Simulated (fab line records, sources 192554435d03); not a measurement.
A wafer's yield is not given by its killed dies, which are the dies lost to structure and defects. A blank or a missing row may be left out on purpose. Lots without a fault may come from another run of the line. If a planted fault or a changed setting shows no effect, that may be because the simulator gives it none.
fab line records | flow n5_finfet
record lots=7 | wafers=21 | last_day=17
route steps=1938 shown BEOL_M10@1470
lots with no fault: from the same line, run without faults
start_h: hours from the record's opening day to when the first of the lot's shown wafers began | wait_h: hours since the lot's step before | " as in the row above | L1.1+2: one row covering several wafers at once | - no value present, or no start provided | * or withheld: withheld | < > ~ a bound
route shown NAME@n: names a module that has steps shown in the file, with the first one's number in the route | usual: the fault-free wafers' mean and standard deviation | same: alike in all rows | chamber/n: place in a boat | sites: per-site readings | _std_site: the values' standard deviation | _edge_site: the outer-site mean with the inner-site mean subtracted | radius_mm: how far each site lies from the wafer's centre | mask NAME#n: copy n | behind: tool/chamber where the wafer was last shaped | hold: why the lot went on hold/how many hours it stayed there/how the hold came to an end | device: names the non-switching transistor (n, p or np) | end of line: the same wafers' tests at the end of the route | where a step has no rows: the recipe by itself | killed: not the wafer's yield, but the dies lost to structure and defects at the first sort | map: a wafer's dies, x killed, . not, _ none there
set.NAME: the setting as run; set.NAME@STEP: as run at that earlier step | model.NAME: the simulator's own value behind a step, which no gauge read
lots seen at some steps along the route; tables by step, rows by wafer
services: from which hour (start_h, from the record's first day; less than 0 if before it) a tool's chamber was out of use, for how many hours, and why
## steps
# step N5_BEOL_M10_ILD_DEP_00
# recipe material=SiCOH_lowk | target_thk_a=3085.1 | temp_c=300 | precursor=DEMS/porogen | pressure_torr=5 | rf_w=500 | time_s=58
# usual heater_power_w=296/62 | showerhead_plenum_p_Torr=5.743/0.016 | throttle_valve_pct=14.3/0.83
lot.wafer | tool     | chamber | start_h | wait_h | heater_power_w | showerhead_plenum_p_Torr | throttle_valve_pct
L805.1    | pecvd-04 | 2       | 247.17  | 0.0    | 294            | 5.733                    | 13.9
L805.4    | "        | 2       | "       | "      | 296            | 5.739                    | 14.1
L805.6    | "        | 1       | "       | "      | 439            | 5.732                    | 14.3
L813.1    | pecvd-04 | 1       | 303.02  | 0.0    | 420            | 5.715                    | 14.3
L813.2    | "        | 0       | "       | "      | 311            | 5.731                    | 13.9
L813.3    | "        | 2       | "       | "      | 295            | 5.728                    | 14.1
L814.1    | pecvd-01 | 0       | 310.14  | 0.0    | 288            | 5.765                    | 16.2
L814.2    | "        | 2       | "       | "      | 257            | 5.730                    | 14.5
L814.4    | "        | 2       | "       | "      | 264            | 5.750                    | 14.5
L818.3    | pecvd-04 | 2       | 318.81  | 0.0    | 267            | 5.724                    | 14.1
L818.4    | "        | 1       | "       | "      | 403            | 5.730                    | 14.3
L818.5    | "        | 2       | "       | "      | 275            | 5.736                    | 14.1
L815.2    | pecvd-04 | 2       | 333.09  | 0.0    | 283            | 5.733                    | 14.0
L815.3    | "        | 2       | "       | "      | 223            | 5.743                    | 14.2
L815.6    | "        | 1       | "       | "      | 344            | 5.732                    | 14.1
L819.2    | pecvd-01 | 1       | 348.36  | 0.0    | 275            | 5.729                    | 14.2
L819.3    | "        | 0       | "       | "      | 306            | 5.773                    | 16.3
L819.6    | "        | 1       | "       | "      | 279            | 5.732                    | 14.2
L820.3    | pecvd-04 | 2       | 354.24  | 0.0    | 272            | 5.731                    | 14.4
L820.4    | "        | 0       | "       | "      | 286            | 5.747                    | 13.5
L820.5    | "        | 1       | "       | "      | 398            | 5.719                    | 14.3
# step N5_BEOL_M10_CURE_71
# recipe temp_c=385 | time_s=240 | ambient=He/Ar | material=SiCOH_lowk
# usual lamp_power_pct=52.31/0.059 | wafer_temp_C_max=386.5/0.53
lot.wafer | tool       | chamber | start_h | wait_h | lamp_power_pct | wafer_temp_C_max
L805.1    | uv_cure-02 | 1       | 247.25  | 0.0    | 52.23          | 386.1
L805.4    | "          | 1       | "       | "      | 52.35          | 386.3
L805.6    | "          | 1       | "       | "      | 52.30          | 386.2
L813.1    | uv_cure-02 | 2       | 303.34  | 0.3    | 52.25          | 386.0
L813.2    | "          | 2       | "       | "      | 52.21          | 386.7
L813.3    | "          | 2       | "       | "      | 52.39          | 386.1
L814.1    | uv_cure-02 | 2       | 310.22  | 0.0    | 52.33          | 385.8
L814.2    | "          | 2       | "       | "      | 52.33          | 386.4
L814.4    | "          | 2       | "       | "      | 52.40          | 386.5
L818.3    | uv_cure-02 | 2       | 319.05  | 0.2    | 52.36          | 385.7
L818.4    | "          | 2       | "       | "      | 52.36          | 386.4
L818.5    | "          | 2       | "       | "      | 52.30          | 386.3
L815.2    | uv_cure-03 | 2       | 333.27  | 0.2    | 52.37          | 387.8
L815.3    | "          | 2       | "       | "      | 52.24          | 387.5
L815.6    | "          | 2       | "       | "      | 52.32          | 387.5
L819.2    | uv_cure-03 | 1       | 348.52  | 0.1    | 52.34          | 387.2
L819.3    | "          | 1       | "       | "      | 52.28          | 386.8
L819.6    | "          | 1       | "       | "      | 52.22          | 386.7
L820.3    | uv_cure-03 | 0       | 354.48  | 0.2    | 52.30          | 386.3
L820.4    | "          | 0       | "       | "      | 52.41          | 386.1
L820.5    | "          | 0       | "       | "      | 52.40          | 386.1
# step N5_BEOL_M10_THK_MEAS_01
# recipe reads=SiCOH_lowk_of_BEOL_M10_ILD_DEP_00
# usual M10_ILD_THK=268/3.6
lot.wafer | tool          | chamber | start_h | wait_h | M10_ILD_THK[nm]
L805.1    | film_metro-01 | -       | 247.76  | 0.4    | 262
L805.4    | "             | -       | "       | "      | 270
L805.6    | "             | -       | "       | "      | 273
L813.1    | film_metro-02 | -       | 303.85  | 0.4    | 270
L813.2    | "             | -       | "       | "      | 270
L813.3    | "             | -       | "       | "      | 263
L814.1    | film_metro-02 | -       | 310.73  | 0.4    | 265
L814.2    | "             | -       | "       | "      | 266
L814.4    | "             | -       | "       | "      | 267
L818.3    | film_metro-01 | -       | 319.40  | 0.3    | 267
L818.4    | "             | -       | "       | "      | 271
L818.5    | "             | -       | "       | "      | 270
L815.2    | film_metro-02 | -       | 333.71  | 0.4    | 268
L815.3    | "             | -       | "       | "      | 266
L815.6    | "             | -       | "       | "      | 271
L819.2    | film_metro-01 | -       | 348.95  | 0.4    | 262
L819.3    | "             | -       | "       | "      | 262
L819.6    | "             | -       | "       | "      | 267
L820.3    | film_metro-01 | -       | 354.83  | 0.3    | 264
L820.4    | "             | -       | "       | "      | 269
L820.5    | "             | -       | "       | "      | 272
# step N5_BEOL_M10_PECVD_70
# recipe material=SiO2 | target_thk_a=200 | temp_c=400 | precursor=TEOS/O2 | pressure_torr=5.5 | rf_w=450 | teos_flow_sccm=53.8 | gas=O2 | flow_sccm=3000 | time_s=22.7
# usual heater_power_w=668/95 | showerhead_plenum_p_Torr=8.81/0.071 | throttle_valve_pct=23.3/1.5
lot.wafer | tool     | chamber | start_h | wait_h | heater_power_w | showerhead_plenum_p_Torr | throttle_valve_pct
L805.1    | pecvd-04 | 0       | 247.80  | 0.0    | 714            | 8.81                     | 22.1
L805.4    | "        | 2       | "       | "      | 659            | 8.75                     | 22.7
L805.6    | "        | 0       | "       | "      | 705            | 8.81                     | 22.1
L813.1    | pecvd-01 | 0       | 303.89  | 0.0    | 651            | 8.96                     | 26.3
L813.2    | "        | 2       | "       | "      | 617            | 8.79                     | 23.6
L813.3    | "        | 1       | "       | "      | 669            | 8.79                     | 22.8
L814.1    | pecvd-01 | 1       | 310.77  | 0.0    | 595            | 8.79                     | 22.7
L814.2    | "        | 2       | "       | "      | 649            | 8.84                     | 23.5
L814.4    | "        | 2       | "       | "      | 661            | 8.84                     | 23.6
L818.3    | pecvd-04 | 0       | 319.44  | 0.0    | 722            | 8.80                     | 22.2
L818.4    | "        | 1       | "       | "      | 770            | 8.73                     | 23.0
L818.5    | "        | 0       | "       | "      | 725            | 8.83                     | 22.0
L815.2    | pecvd-01 | 0       | 333.74  | 0.0    | 565            | 8.95                     | 26.2
L815.3    | "        | 1       | "       | "      | 676            | 8.78                     | 22.7
L815.6    | "        | 0       | "       | "      | 578            | 8.97                     | 26.2
L819.2    | pecvd-03 | 1       | 348.99  | 0.0    | 580            | 8.83                     | 20.7
L819.3    | "        | 1       | "       | "      | 570            | 8.83                     | 20.8
L819.6    | "        | 1       | "       | "      | 573            | 8.84                     | 20.9
L820.3    | pecvd-01 | 0       | 354.87  | 0.0    | 683            | 8.94                     | 26.1
L820.4    | "        | 0       | "       | "      | 669            | 8.96                     | 26.4
L820.5    | "        | 2       | "       | "      | 650            | 8.83                     | 23.8
# step N5_BEOL_M10_HM_DEP_02
# recipe material=TiN | target_thk_a=200 | temp_c=25 | chamber_pressure_pa=0.49996
# usual throttle_valve_pct=29.5/1.3
lot.wafer | tool           | chamber | start_h | wait_h | throttle_valve_pct
L805.1    | pvd_sputter-03 | -       | 248.34  | 0.5    | 31.2
L805.4    | "              | -       | "       | "      | 29.4
L805.6    | "              | -       | "       | "      | 29.3
L813.1    | pvd_sputter-02 | -       | 304.89  | 1.0    | 29.9
L813.2    | "              | -       | "       | "      | 29.3
L813.3    | "              | -       | "       | "      | 30.0
L814.1    | pvd_sputter-01 | -       | 311.14  | 0.3    | 29.4
L814.2    | "              | -       | "       | "      | 27.2
L814.4    | "              | -       | "       | "      | 30.3
L818.3    | pvd_sputter-03 | -       | 320.46  | 1.0    | 31.3
L818.4    | "              | -       | "       | "      | 29.1
L818.5    | "              | -       | "       | "      | 29.1
L815.2    | pvd_sputter-01 | -       | 336.05  | 2.3    | 28.3
L815.3    | "              | -       | "       | "      | 29.5
L815.6    | "              | -       | "       | "      | 28.4
L819.2    | pvd_sputter-02 | -       | 349.95  | 0.9    | 30.0
L819.3    | "              | -       | "       | "      | 30.0
L819.6    | "              | -       | "       | "      | 29.2
L820.3    | pvd_sputter-03 | -       | 357.01  | 2.1    | 29.2
L820.4    | "              | -       | "       | "      | 29.3
L820.5    | "              | -       | "       | "      | 31.1
# step N5_BEOL_M10_COAT_59
# recipe resist=SOC | temp_c=250 | time_s=60 | spin_rpm=1500 | resist_thk_nm=100
# step N5_BEOL_M10_COAT_60
# recipe resist=SiARC | temp_c=220 | time_s=60 | spin_rpm=1500 | resist_thk_nm=30
# step N5_BEOL_M10_COAT_05
# recipe resist=CAR-ArF | spin_rpm=1500 | resist_thk_nm=90
# step N5_BEOL_M10_EBR_07
# recipe solvent=PGMEA | ebr_width_mm=1.5
# step N5_BEOL_M10_SOFTBAKE_06
# recipe temp_c=110 | time_s=60 | resist=CAR-ArF
# step N5_BEOL_M10_EXPOSE_08
# recipe mask_id=M10 | na=1.35 | source_shape=dipole | sigma_inner=0.411 | sigma_outer=0.611 | polarization=te | dose_mj=53.75
# step N5_BEOL_M10_PEB_09
# recipe peb_temp_c=withheld | peb_time_s=60 | resist=CAR-ArF
# step N5_BEOL_M10_DEVELOP_10
# recipe develop_time_s=30 | developer=TMAH | resist=CAR-ArF | rinse_liquid=diw | dry=air_spin | dev_temp_c=23
# usual chill_plate_temp_C=23.01/0.11 | develop_time_s=30/0 | resist_line_temp_C=23.00/0.12
lot.wafer | tool           | chamber | start_h | wait_h | chill_plate_temp_C | develop_time_s | resist_line_temp_C | model.CAR-ArF_of_BEOL_M10_COAT_05.thk_nm
L805.1    | litho_track-03 | 0       | 248.65  | -      | 23.10              | 30             | 23.06              | 88.2
L805.4    | "              | 0       | "       | "      | 23.05              | 30             | 23.13              | 88.4
L805.6    | "              | 0       | "       | "      | 23.17              | 30             | 23.09              | 88.4
L813.1    | litho_track-02 | -       | 305.33  | -      | -                  | -              | -                  | 90.6
L813.2    | "              | -       | "       | "      | -                  | -              | -                  | 90.6
L813.3    | "              | -       | "       | "      | -                  | -              | -                  | 90.6
L814.1    | litho_track-01 | -       | 311.57  | -      | -                  | -              | -                  | 90.2
L814.2    | "              | -       | "       | "      | -                  | -              | -                  | 90
L814.4    | "              | -       | "       | "      | -                  | -              | -                  | 90
L818.3    | litho_track-01 | 0       | 320.77  | -      | 23.08              | 30             | 22.87              | 88.6
L818.4    | "              | 0       | "       | "      | 22.96              | 30             | 22.79              | 88.2
L818.5    | "              | 0       | "       | "      | 23.00              | 30             | 22.72              | 88.2
L815.2    | litho_track-03 | -       | 336.36  | -      | -                  | -              | -                  | 90.2
L815.3    | "              | -       | "       | "      | -                  | -              | -                  | 90
L815.6    | "              | -       | "       | "      | -                  | -              | -                  | 90.2
L819.2    | litho_track-03 | 0       | 350.38  | -      | 22.93              | 30             | 23.07              | 88.2
L819.3    | "              | 0       | "       | "      | 22.96              | 30             | 22.86              | 88.2
L819.6    | "              | 0       | "       | "      | 23.11              | 30             | 22.84              | 88.2
L820.3    | litho_track-02 | 0       | 357.47  | -      | 22.97              | 30             | 23.23              | 88.2
L820.4    | "              | 0       | "       | "      | 23.06              | 30             | 23.07              | 88
L820.5    | "              | 0       | "       | "      | 22.95              | 30             | 23.22              | 88.4
# step N5_BEOL_M10_CD_MEAS_11
# recipe target_cd_nm=64.1 | landing_energy_ev=500 | detector=se_inlens | polarity=opening
# usual cd_nm=64.1/0.65
lot.wafer | tool      | chamber | start_h | wait_h | cd_nm
L805.1    | cd_sem-03 | 0       | 248.71  | -      | 63.9
L805.4    | "         | 0       | "       | "      | 64.0
L805.6    | "         | 0       | "       | "      | 64.4
L813.1    | cd_sem-02 | 0       | 305.39  | -      | -
L813.2    | "         | 0       | "       | "      | -
L813.3    | "         | 0       | "       | "      | -
L814.1    | cd_sem-01 | 0       | 311.63  | -      | -
L814.2    | "         | 0       | "       | "      | -
L814.4    | "         | 0       | "       | "      | -
L818.3    | cd_sem-01 | 0       | 320.83  | -      | 64.2
L818.4    | "         | 0       | "       | "      | 63.4
L818.5    | "         | 0       | "       | "      | 64.1
L815.2    | cd_sem-02 | 0       | 336.42  | -      | -
L815.3    | "         | 0       | "       | "      | -
L815.6    | "         | 0       | "       | "      | -
L819.2    | cd_sem-02 | 0       | 350.44  | -      | 64.4
L819.3    | "         | 0       | "       | "      | 63.5
L819.6    | "         | 0       | "       | "      | 64.2
L820.3    | cd_sem-01 | 0       | 357.53  | -      | 64.7
L820.4    | "         | 0       | "       | "      | 63.4
L820.5    | "         | 0       | "       | "      | 64.0
## services
tool           | chamber | start_h | hours | kind
pecvd-03       | -       | 232.87  | 3.7   | repair
pecvd-01       | -       | 252.22  | 2.3   | repair
pecvd-04       | 0       | 271.90  | 10.6  | repair
litho_track-03 | -       | 279.98  | -     | consumable_replace:filter
pecvd-04       | 0       | 320.09  | 16.5  | scheduled_down
uv_cure-03     | -       | 322.08  | 8.3   | repair
pvd_sputter-03 | -       | 328.74  | 2.3   | repair
litho_track-01 | -       | 344.27  | -     | consumable_replace:filter
pecvd-03       | 2       | 346.52  | 7.2   | repair
uv_cure-03     | -       | 356.44  | 5.5   | repair
## key
first_sign step=N5_BEOL_M10_DEVELOP_10 | reading=tool_record | direction=missing
effect none on later readings
model_effect step=N5_BEOL_M10_DEVELOP_10 | value=CAR-ArF_of_BEOL_M10_COAT_05.thk_nm | without=88.53 | struck=90.27
met_at N5_BEOL_M10_DEVELOP_10
struck_wafers L813.1,L813.2,L813.3,L814.1,L814.2,L814.4,L815.2,L815.3,L815.6
later_rows_left_out L813.1,L813.2,L813.3,L814.1,L814.2,L814.4,L815.2,L815.3,L815.6
sort_left_out L813.1,L813.2,L813.3,L814.1,L814.2,L814.4,L815.2,L815.3,L815.6
onset_between 248.65 305.33
fault kind=skipped_step_whole | tool=litho_track-01,litho_track-02,litho_track-03 | chamber=- | onset_h=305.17 | steps=N5_BEOL_M10_DEVELOP_10 | scope=struck_lots_only
# sort_left_out: the simulated sort isn't trusted on such a fault, so these wafers' sort isn't shown, and their yield isn't known
# later_rows_left_out: the simulator's readings of these wafers behind a module that went badly wrong aren't trusted and aren't shown, but for the sort
